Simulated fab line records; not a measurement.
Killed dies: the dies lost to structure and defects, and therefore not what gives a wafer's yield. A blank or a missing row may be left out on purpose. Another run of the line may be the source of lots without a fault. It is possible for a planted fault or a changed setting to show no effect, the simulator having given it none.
fab line records	flow n5Finfet
record: lots: 3	wafers: 9	lastDay: 18
route steps=1938 shown BEOL_M0_SAQP@674 BEOL_M0_CUTY@701 BEOL_M0@715 BEOL_M4@1111 PASSIVATION@1936
lots untouched by any fault: they come from a run of this same line in which no faults occurred
startH: hours from the record's first day to the start of the lot's first wafer shown	waitH: time in hours since the lot's previous step	" as in the row above	L1.1+2: a row that stands for several wafers	- value missing, or start not given	* or withheld: withheld	< > ~ a bound
route shown NAME@n: a module of which the file shows steps, and the number in the route of the first	usual: mean/standard deviation taken from wafers without a fault	same: alike in all rows	chamber/n: place in a boat	sites: the reading at each site	_std_site: the standard deviation of these	_edge_site: inner sites' mean taken away from outer sites' mean	radiusMm: for every site, how far away it sits from the centre of the wafer	mask NAME#n: copy n	behind: the most recent tool/chamber to have shaped the wafer	hold: reason for holding the lot/hours on hold/outcome of the hold	device: names the non-switching transistor (n, p or np)	end of line: at the end of the route, the tests of the same wafers	step lacking rows: just its recipe	killed: at the first sort, the dies lost to defects and structure; wafer yield is something else	map: the dies of a wafer, with x for killed, . for not killed, _ for no die there
set.NAME: setting as actually run; set.NAME@STEP: the setting as run at that earlier step	model.NAME: the simulator's own value behind a step, which no gauge read
lots seen at some steps along the route; tables by step, rows by wafer
services: from which hour (startH, from the record's first day; less than 0 if before it) a tool's chamber was out of use, for how many hours, and why
== steps ==
step: N5_BEOL_M0_SAQP_STRIP_108
recipe: chemistry: N2/H2	powerW: 500	tempC: 40	pressureMtorr: 50	rfFrequencyHz: 6e+07	overashFraction: 0.3	biasPowerW: 28	h2Frac: 0.5	n2FlowSccm: 300	h2FlowSccm: 300
step: N5_BEOL_M0_SAQP_RECESS_109
recipe: chemistry: HF/NH3	target: SiO2	targetDepthA: 30	afsCycles: 1	tempC: 30	sublimationTempC: 180	sublimationTimeS: 60
step: N5_BEOL_M0_SAQP_SPACER2_ALD_26
recipe: material: SiO2	targetThkA: 150	tempC: 300	aldPrecursorFamily: BDEAS	aldCoReactant: O2-plasma	pulseTimeS: 1	purgeTimeS: 2	coReactantPurgeTimeS: 2	pressureTorr: 2
step: N5_BEOL_M0_SAQP_SPACER2_ETCHBACK_27
recipe: chemistry: CHF3/O2	mode: anisotropicEtchback	target: SiO2	targetDepthA: 225	timeS: 11.25	pressureMtorr: 30	sourceW: 650	biasW: 170	Ar_flow_sccm: 200	CHF3_flow_sccm: 50	O2_flow_sccm: 5	ionEnergyEv: 200
step: N5_BEOL_M0_SAQP_MANDREL2_REMOVE_110
recipe: chemistry: HBr/Cl2/O2	btTimeS: 10	target: a-Si	stopOn: SiCN	endpoint: OES-SiCl	overEtchFrac: 1	icpW: 600	biasW: 30	HBr_flow_sccm: 150	Cl2_flow_sccm: 80	O2_flow_sccm: 5	pressureMtorr: 10
step: N5_BEOL_M0_SAQP_COAT_69
recipe: resist: SOC	tempC: 250	timeS: 60	spinRpm: 1500	resistThkNm: 90
step: N5_BEOL_M0_SAQP_COAT_72
recipe: resist: SiARC	tempC: 220	timeS: 60	spinRpm: 1500	resistThkNm: 15
step: N5_BEOL_M0_SAQP_COAT_87
recipe: resist: underlayer	tempC: 205	timeS: 60	spinRpm: 1500	resistThkNm: 5
step: N5_BEOL_M0_SAQP_COAT_34
recipe: resist: CAR-EUV	spinRpm: 1500	resistThkNm: 30
step: N5_BEOL_M0_SAQP_EBR_36
recipe: solvent: PGMEA	ebrWidthMm: 1.5
step: N5_BEOL_M0_SAQP_SOFTBAKE_35
recipe: tempC: 110	timeS: 60	resist: CAR-EUV
step: N5_BEOL_M0_SAQP_EXPOSE_37
recipe: maskId: M0_CUT1	na: 0.33	sourceShape: annular	sigmaInner: 0.35	sigmaOuter: 0.8	polarization: unpolarized	targetCdNm: 30	doseMj: 44.75
lot.wafer	tool	chamber	startH	waitH	mask
L483.2+5+6	euvScanner-02	0	147.82	-	M0_CUT1#0
L497.1+2+4	euvScanner-01	0	235.66	-	M0_CUT1#0
L498.1+3+6	euvScanner-02	0	239.49	-	M0_CUT1#0
step: N5_BEOL_M0_SAQP_PEB_38
recipe: pebTempC: 100	pebTimeS: 60	resist: CAR-EUV
step: N5_BEOL_M0_SAQP_DEVELOP_39
recipe: developTimeS: 30	developer: TMAH	resist: CAR-EUV	rinseLiquid: surfactantRinse	dry: airSpin	devTempC: 23
step: N5_BEOL_M0_SAQP_CD_MEAS_40
recipe: targetCdNm: 30	landingEnergyEv: 500	detector: seInlens
usual: cdNm: 29.98/0.25
same: landingEnergyEv: 500
lot.wafer	tool	chamber	startH	waitH	cdNm
L483.2	cdSem-01	0	147.95	-	29.56
L483.5	"	0	"	"	29.33
L483.6	"	0	"	"	29.89
L497.1	cdSem-01	0	235.80	-	29.62
L497.2	"	0	"	"	29.66
L497.4	"	0	"	"	29.95
L498.1	cdSem-01	0	239.63	-	25.35
L498.3	"	0	"	"	29.77
L498.6	"	0	"	"	30.27
step: N5_BEOL_M0_SAQP_DESCUM_45
recipe: chemistry: O2	timeS: 7	sourcePowerW: 50	biasPowerW: 20	pressureMtorr: 20	rfFrequencyHz: 2.712e+07	tempC: 40	resist: CAR-EUV	o2FlowSccm: 225
usual: biasPowerW: 20.01/0.054	drypumpMotorCurrentA: 5.9/0.36	oesProductAu: 0.78/0.097	rfVppV: 243.7/1.3	showerheadPlenumPTorr: 2.12/0.068	throttleValvePct: 20.48/0.22
lot.wafer	tool	chamber	startH	waitH	biasPowerW	drypumpMotorCurrentA	oesProductAu	rfHoursCounterH	rfVppV	showerheadPlenumPTorr	throttleValvePct	model.BEOL_M0_SAQP.cdNm
L483.2	rieDiel-01	2	148.07	0.0	19.96	5.9	0.71	244	241.4	1.97	20.63	29.8
L483.5	"	0	"	"	20.05	6.3	0.88	-	243.4	2.12	20.51	29.6
L483.6	"	1	"	"	20.04	5.8	0.70	-	242.7	2.17	20.98	29.8
L497.1	rieDiel-05	2	235.93	0.0	19.97	5.0	0.73	188	242.1	2.00	20.37	30
L497.2	"	1	"	"	20.03	6.1	0.74	151	244.6	2.08	20.39	29.6
L497.4	"	2	"	"	20.06	5.0	0.74	-	242.4	2.00	20.36	29.6
L498.1	rieDiel-01	2	239.75	0.0	20.09	5.9	0.97	18	246.2	2.22	20.25	25.6
L498.3	"	3	"	"	20.12	5.9	0.83	75	244.2	2.11	20.41	30
L498.6	"	1	"	"	19.96	5.8	0.93	-	245.3	2.16	20.51	29.8
step: N5_BEOL_M0_SAQP_ETCH_88
recipe: chemistry: N2/H2	target: underlayer	targetDepthA: 65	timeS: 5.2	ionEnergyEv: 200	maskMaterial: CAR-EUV	pressureMtorr: 30	sourceW: 840	biasW: 150	n2FlowSccm: 200	h2FlowSccm: 200	ends: cleared
step: N5_BEOL_M0_SAQP_ETCH_73
recipe: chemistry: CF4	target: SiARC	targetDepthA: 195	maskMaterial: CAR-EUV	timeS: 32.5	ionEnergyEv: 80	pressureMtorr: 40	sourceW: 545	biasW: 36	Ar_flow_sccm: 100	cf4FlowSccm: 100	ends: cleared
step: N5_BEOL_M0_SAQP_CUT_ETCH_46
recipe: chemistry: N2/H2	target: SOC	targetDepthA: 1350	overetchA: 270	tempC: 40	timeS: 202.5	ionEnergyEv: 200	maskMaterial: SiARC	pressureMtorr: 30	sourceW: 840	biasW: 150	n2FlowSccm: 200	h2FlowSccm: 200
step: N5_BEOL_M0_SAQP_STRIP_74
recipe: chemistry: N2/H2	tempC: 40	n2FlowSccm: 200	h2FlowSccm: 200	rfFrequencyHz: 6e+07
step: N5_BEOL_M0_SAQP_STRIP_89
recipe: chemistry: N2/H2	tempC: 40	n2FlowSccm: 200	h2FlowSccm: 200	rfFrequencyHz: 6e+07
step: N5_BEOL_M0_SAQP_ALD_48
recipe: material: SiO2	targetThkA: 200	tempC: 100	aldPrecursorFamily: BDEAS	aldCoReactant: O2-plasma	pulseTimeS: 1	coReactantPulseTimeS: 1	purgeTimeS: 2	coReactantPurgeTimeS: 2	aldCycles: 139	pressureTorr: 2
step: N5_BEOL_M0_SAQP_ETCH_49
recipe: chemistry: CF4/O2	targetDepthA: 370	target: SiO2	pressureMtorr: 40	sourceW: 535	biasW: 49	Ar_flow_sccm: 100	cf4FlowSccm: 100	O2_flow_sccm: 10	ionEnergyEv: 100
usual: O2_flow_sccm: 10.00/0.032	drypumpMotorCurrentA: 5.9/0.35	oesProductAu: 0.79/0.099	rfVppV: 242/5	showerheadPlenumPTorr: 2.25/0.065	throttleValvePct: 15.93/0.22
lot.wafer	tool	chamber	startH	waitH	O2_flow_sccm	drypumpMotorCurrentA	oesProductAu	rfHoursCounterH	rfVppV	showerheadPlenumPTorr	throttleValvePct	model.BEOL_M0_SAQP.cdNm
L483.2	rieDiel-02	0	148.88	0.3	10.00	5.5	0.76	152	244	2.29	16.24	29.6
L483.5	"	0	"	"	9.99	5.5	0.76	-	243	2.29	16.24	29.8
L483.6	"	2	"	"	10.07	6.2	0.69	-	242	2.19	15.81	29.4
L497.1	rieDiel-05	2	236.75	0.3	10.02	5.0	0.73	189	241	2.11	15.81	30.2
L497.2	"	3	"	"	9.98	5.7	0.67	251	245	2.25	16.16	29.4
L497.4	"	3	"	"	10.00	5.8	0.68	-	244	2.25	16.15	29.6
L498.1	rieDiel-01	2	240.58	0.3	9.97	5.8	0.96	19	242	2.33	15.67	25.8
L498.3	"	0	"	"	9.99	6.3	0.83	74	249	2.24	16.08	29.8
L498.6	"	2	"	"	9.99	5.8	0.96	-	242	2.33	15.66	30
step: N5_BEOL_M0_SAQP_STRIP_75
recipe: chemistry: CF4	resist: SiARC	powerW: 300	biasPowerW: 75	pressureMtorr: 50	cf4FlowSccm: 150	rfFrequencyHz: 6e+07
step: N5_BEOL_M0_CUTY_COAT_50
recipe: resist: SiARC	tempC: 220	timeS: 60	spinRpm: 1500	resistThkNm: 15
step: N5_BEOL_M0_CUTY_COAT_51
recipe: resist: CAR-ArF-block	spinRpm: 1500	resistThkNm: 150
step: N5_BEOL_M0_CUTY_EBR_52
recipe: solvent: PGMEA	ebrWidthMm: 1.5
step: N5_BEOL_M0_CUTY_SOFTBAKE_53
recipe: tempC: 110	timeS: 60	resist: CAR-ArF-block
step: N5_BEOL_M0_CUTY_EXPOSE_54
recipe: maskId: M0_ABLK	na: 1.35	sourceShape: conventional	sigmaOuter: 0.8	polarization: unpolarized	doseMj: 36
step: N5_BEOL_M0_CUTY_PEB_55
recipe: pebTempC: 110	pebTimeS: 60	resist: CAR-ArF-block
step: N5_BEOL_M0_CUTY_DEVELOP_56
recipe: developTimeS: 30	developer: TMAH	resist: CAR-ArF-block	rinseLiquid: diw	dry: airSpin	devTempC: 23
step: N5_BEOL_M0_CUTY_DESCUM_61
recipe: chemistry: O2	timeS: 7.9	sourcePowerW: 50	biasPowerW: 20	pressureMtorr: 20	rfFrequencyHz: 2.712e+07	tempC: 40	resist: CAR-ArF-block	o2FlowSccm: 225
step: N5_BEOL_M0_CUTY_ETCH_62
recipe: chemistry: CF4	target: SiARC	maskMaterial: CAR-ArF-block	timeS: 58.5	ionEnergyEv: 80	pressureMtorr: 40	sourceW: 545	biasW: 36	Ar_flow_sccm: 100	cf4FlowSccm: 100	ends: cleared
step: N5_BEOL_M0_CUTY_ETCH_63
recipe: chemistry: N2/H2	target: SOC	targetDepthA: 827	overetchA: 165	maskMaterial: SiARC	tempC: 40	ionEnergyEv: 200	timeS: 124	pressureMtorr: 30	sourceW: 840	biasW: 150	n2FlowSccm: 200	h2FlowSccm: 200
step: N5_BEOL_M0_CUTY_STRIP_64
recipe: chemistry: N2/H2	tempC: 40	n2FlowSccm: 200	h2FlowSccm: 200	rfFrequencyHz: 6e+07
step: N5_BEOL_M0_ETCH_138
recipe: chemistry: CH3F/O2	targetDepthA: 120	target: SiCN	timeS: 31.6	ionEnergyEv: 120	pressureMtorr: 30	sourceW: 395	biasW: 75	Ar_flow_sccm: 150	CH3F_flow_sccm: 30	O2_flow_sccm: 20	ends: cleared
step: N5_BEOL_M4_RC_MEAS_101
usual: DIBL_N: 36.0/2.2	DIBL_P: 36.2/2.4	IOFF_N: 0.16/0.035	IOFF_P: 0.21/0.037	ION_N: 672/13	ION_P: 461/7	SS_N: 71.4/0.69	SS_P: 73.2/0.75	VT_N: 250/3.4	VT_P: -251/3
lot.wafer	tool	chamber	startH	waitH	DIBL_N[mV/V]	DIBL_P[mV/V]	IOFF_N[nA/um]	IOFF_P[nA/um]	ION_N[uA/um]	ION_P[uA/um]	SS_N[mV/dec]	SS_P[mV/dec]	VT_N[mV]	VT_P[mV]
L483.2	prober-01	0	235.24	0.2	34.4	35.1	0.12	0.18	659	460	70.6	72.7	252	-253
L483.5	"	0	"	"	33.4	33.9	0.11	0.16	656	456	70.9	71.4	255	-252
L483.6	"	0	"	"	34.6	34.9	0.13	0.18	675	465	70.5	72.5	251	-252
L497.1	prober-01	0	315.90	0.0	33.5	32.5	0.11	0.14	662	454	70.8	72.1	252	-257
L497.2	"	0	"	"	39.2	39.1	0.21	0.23	693	468	72.4	73.8	244	-250
L497.4	"	0	"	"	36.1	35.8	0.15	0.18	680	461	70.4	72.9	246	-253
L498.3	prober-02	0	334.08	0.3	38.3	36.8	0.18	0.26	691	480	71.2	74.1	248	-245
L498.6	"	0	"	"	37.3	34.7	0.16	0.22	675	466	71.4	72.6	250	-246
step: N5_PASSIVATION_PROBE_49
usual: defectLimitedYield: 91.2/1.4	killed_at_M0_to_M3: 34/9.4	killed_at_M4_up: 14/5.6	killedAtContacts: 13/7.8	killedAtFrontEnd: 37/10	killedAtOther: 4/3.3	killedDies: 103/17	killedOnRim: 14/3.5	killedOpen: 68/13	killedShort: 33/8.2	sort_bin_5_function: 5.1/0.92	sort_bin_6_memory: 3.3/0.71	sortNPass: 1077/17	sortYieldPct: 91.2/1.4
same: grossDies: 1180	killedAtBackSide: 0	sort_bin_4_leakage[%]: 0	sort_bin_8_speed[%]: 0
lot.wafer	tool	chamber	startH	waitH	defectLimitedYield[%]	killed_at_M0_to_M3	killed_at_M4_up	killedAtContacts	killedAtFrontEnd	killedAtOther	killedDies	killedOnRim	killedOpen	killedShort	sort_bin_5_function[%]	sort_bin_6_memory[%]	sortNPass	sortYieldPct[%]
L483.2	prober-01	-	338.19	0.1	89.0	33	13	20	55	9	130	19	90	39	5.3	4.9	1050	89.0
L483.5	prober-01	-	338.34	0.2	92.4	35	13	7	33	2	90	14	59	28	4.2	3.3	1090	92.4
L483.6	prober-01	-	338.39	0.3	90.4	48	10	10	28	17	113	11	68	44	5.4	3.8	1067	90.4
L497.1	prober-01	-	434.96	0.0	91.2	26	17	20	38	3	104	12	77	25	4.7	4.0	1076	91.2
L497.4	prober-01	-	435.11	0.2	89.4	38	24	26	24	13	125	15	87	38	7.0	3.2	1055	89.4
L498.1	prober-01	-	441.21	0.2	0	1113	11	11	43	2	1180	152	83	39	5.8	4.0	0	0
killed by level:class
L483.2 STI_FIN_REVEAL:geometricParticle:open=19 MOL_CONTACT_COAG:geometricParticle:open=15 FIN_SAQP:geometricParticle:open=13 BEOL_M2:geometricParticle:open=8 FIN_SAQP:geometricParticle:short=7 BEOL_M1:geometricParticle:open=5 MOL_CONTACT_COAG:geometricParticle:short=5 BEOL_M4:geometricParticle:open=5
L483.5 BEOL_M2:geometricParticle:open=11 STI_FIN_REVEAL:geometricParticle:open=9 BEOL_M0_SAQP:geometricParticle:short=7 BEOL_M3:geometricParticle:open=7 FIN_SAQP:geometricParticle:short=6 MOL_CONTACT_COAG:geometricParticle:open=6 FIN_SAQP:geometricParticle:open=4 BEOL_M4:geometricParticle:open=4
L483.6 BEOL_M0_SAQP:geometricParticle:open=11 BEOL_M2:geometricParticle:open=11 PAD_METAL:geometricParticle:short=9 MOL_CONTACT_COAG:geometricParticle:open=7 BEOL_M4:geometricParticle:open=6 FIN_SAQP:geometricParticle:short=5 STI_FIN_REVEAL:geometricParticle:open=5 BEOL_M1:geometricParticle:open=5
L497.1 MOL_CONTACT_COAG:geometricParticle:open=16 BEOL_M4:geometricParticle:open=10 DUMMY_GATE:geometricParticle:open=8 FIN_SAQP:geometricParticle:open=7 BEOL_M1:geometricParticle:open=6 BEOL_M3:geometricParticle:open=5 FIN_SAQP:geometricParticle:short=4 MOL_CONTACT_COAG:geometricParticle:short=4
L497.4 MOL_CONTACT_COAG:geometricParticle:open=24 BEOL_M4:geometricParticle:open=13 BEOL_M2:geometricParticle:open=9 BEOL_M0_SAQP:geometricParticle:open=7 BEOL_M0_SAQP:geometricParticle:short=6 BEOL_M1:geometricParticle:open=6 BEOL_M3:geometricParticle:short=5 FIN_SAQP:geometricParticle:open=4
L498.1 BEOL_M0_SAQP:areaExpose=1055 BEOL_M1:geometricParticle:open=14 BEOL_M0_SAQP:geometricParticle:open=13 BEOL_M3:geometricParticle:open=12 GATE_CUT:geometricParticle:short=11 STI_FIN_REVEAL:geometricParticle:open=10 MOL_CONTACT_COAG:geometricParticle:open=7 DUMMY_GATE:geometricParticle:open=6
map L498.1 (x killed, . not)
_________________xxxxxxxxxxxx________________
______________xxxxxxxxxxxxxxxxxx_____________
___________xxxxxxxxxxxxxxxxxxxxxxxx__________
__________xxxxxxxxxxxxxxxxxxxxxxxxxx_________
________xxxxxxxxxxxxxxxxxxxxxxxxxxxxxx_______
_______xxxxxxxxxxxxxxxxxxxxxxxxxxxxxxxx______
______xxxxxxxxxxxxxxxxxxxxxxxxxxxxxxxxxx_____
_____xxxxxxxxxxxxxxxxxxxxxxxxxxxxxxxxxxxx____
____xxxxxxxxxxxxxxxxxxxxxxxxxxxxxxxxxxxxxx___
___xxxxxxxxxxxxxxxxxxxxxxxxxxxxxxxxxxxxxxxx__
___xxxxxxxxxxxxxxxxxxxxxxxxxxxxxxxxxxxxxxxx__
__xxxxxxxxxxxxxxxxxxxxxxxxxxxxxxxxxxxxxxxxxx_
__xxxxxxxxxxxxxxxxxxxxxxxxxxxxxxxxxxxxxxxxxx_
_xxxxxxxxxxxxxxxxxxxxxxxxxxxxxxxxxxxxxxxxxxxx
_xxxxxxxxxxxxxxxxxxxxxxxxxxxxxxxxxxxxxxxxxxxx
_xxxxxxxxxxxxxxxxxxxxxxxxxxxxxxxxxxxxxxxxxxxx
_xxxxxxxxxxxxxxxxxxxxxxxxxxxxxxxxxxxxxxxxxxxx
_xxxxxxxxxxxxxxxxxxxxxxxxxxxxxxxxxxxxxxxxxxxx
_xxxxxxxxxxxxxxxxxxxxxxxxxxxxxxxxxxxxxxxxxxxx
_xxxxxxxxxxxxxxxxxxxxxxxxxxxxxxxxxxxxxxxxxxxx
_xxxxxxxxxxxxxxxxxxxxxxxxxxxxxxxxxxxxxxxxxxxx
__xxxxxxxxxxxxxxxxxxxxxxxxxxxxxxxxxxxxxxxxxx_
__xxxxxxxxxxxxxxxxxxxxxxxxxxxxxxxxxxxxxxxxxx_
___xxxxxxxxxxxxxxxxxxxxxxxxxxxxxxxxxxxxxxxx__
___xxxxxxxxxxxxxxxxxxxxxxxxxxxxxxxxxxxxxxxx__
____xxxxxxxxxxxxxxxxxxxxxxxxxxxxxxxxxxxxxx___
_____xxxxxxxxxxxxxxxxxxxxxxxxxxxxxxxxxxxx____
______xxxxxxxxxxxxxxxxxxxxxxxxxxxxxxxxxx_____
_______xxxxxxxxxxxxxxxxxxxxxxxxxxxxxxxx______
________xxxxxxxxxxxxxxxxxxxxxxxxxxxxxx_______
__________xxxxxxxxxxxxxxxxxxxxxxxxxx_________
___________xxxxxxxxxxxxxxxxxxxxxxxx__________
______________xxxxxxxxxxxxxxxxxx_____________
_________________xxxxxxxxxxxx________________
map L483.2 (x killed, . not)
_________________.x...x..x.x.________________
______________..x.....x...x...x._____________
___________x........x......x.......__________
__________...x......................_________
________....................x.......x._______
_______.........x...x.....x............______
______x..x.....x.x.............x........_____
_____.x..........x..........x............____
____x.....x........x.......x....x.........___
___x..........................x......x.....__
___..x..x..............x.................x.__
__..............x.........................x._
__.....x........x.....x.x...............x..._
_......x......x......x..x...x.............x..
_......x......x....x.............x.......x...
_.................x.x.xx.........x.......x..x
_...x..........x......xx..x..........x...x...
_...................x.x..x........xx.........
_....x.......x....x............x..xx.........
_............x....x...................x......
_x....................x....x......x.x...x....
__..x....x..................xx............x._
__.x........x..................x............_
___.................x..x........x..........__
___...x...................x............x...__
____......x............x.........x........___
_____.............x.....x.......x.x......____
______..xx..........x...x..x............_____
_______x......x........................______
________...x.............x......x.x..._______
__________....x...x................._________
___________.........x..xx.x...x....__________
______________................x._____________
_________________x...........________________
== services ==
tool	chamber	startH	hours	kind
euvScanner-02	-	129.63	4.6	pm
rieDiel-05	1	140.73	9.1	repair
euvScanner-02	-	141.52	1.8	repair
euvScanner-01	-	144.28	1.0	pm
rieDiel-01	3	144.44	4.0	repair
euvScanner-02	-	161.81	1.0	pm
euvScanner-02	0	163.98	-	calibration
rieDiel-01	2	168.39	-	clean
rieDiel-01	2	168.39	-	consumableReplace:focusRing
rieDiel-01	2	168.39	-	consumableReplace:showerhead
rieDiel-01	2	168.39	21.4	scheduledDown
rieDiel-01	2	168.39	21.4	ventCycle
rieDiel-02	2	177.07	8.7	repair
rieDiel-01	1	189.91	-	clean
rieDiel-01	1	189.91	-	consumableReplace:focusRing
rieDiel-01	1	189.91	30.6	scheduledDown
rieDiel-01	1	189.91	30.6	ventCycle
euvScanner-01	-	200.45	1.0	pm
euvScanner-02	-	203.30	3.1	repair
rieDiel-02	1	203.82	16.6	repair
rieDiel-01	3	205.00	4.9	repair
euvScanner-02	-	217.96	1.0	pm
rieDiel-05	0	227.75	9.5	repair
euvScanner-02	-	231.02	0.7	repair
== key ==
firstSign: step: N5_BEOL_M0_SAQP_CD_MEAS_40	reading: cdNm	direction: down	sigmas: 19	usual: 29.98	struck: 25.35
effect: step: N5_PASSIVATION_PROBE_49	reading: killed_at_M0_to_M3	direction: up	sigmas: 99+	usual: 34	struck: 1113
modelEffect: step: N5_BEOL_M0_SAQP_DESCUM_45	value: BEOL_M0_SAQP.cdNm	without: 29.8	struck: 25.6
modelEffect: step: N5_BEOL_M0_SAQP_ETCH_49	value: BEOL_M0_SAQP.cdNm	without: 30	struck: 25.8
moreKillsBornAt: N5_BEOL_M0_SAQP_EXPOSE_37@euvScanner-02: 1055
metAt N5_BEOL_M0_SAQP_EXPOSE_37
struckWafers L498.1
laterRowsLeftOut L498.1
onsetBetween 147.82 239.49
fault: kind: processParameterDrift	tool: euvScanner-02	chamber: -	onsetH: 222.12	steps: N5_BEOL_M0_SAQP_EXPOSE_37	channel: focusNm	offset: 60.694	shape: step	endH: 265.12	scope: struckWafersOnly
laterRowsLeftOut: the simulator's readings of these wafers behind a module that went badly wrong aren't trusted and aren't shown, but for the sort
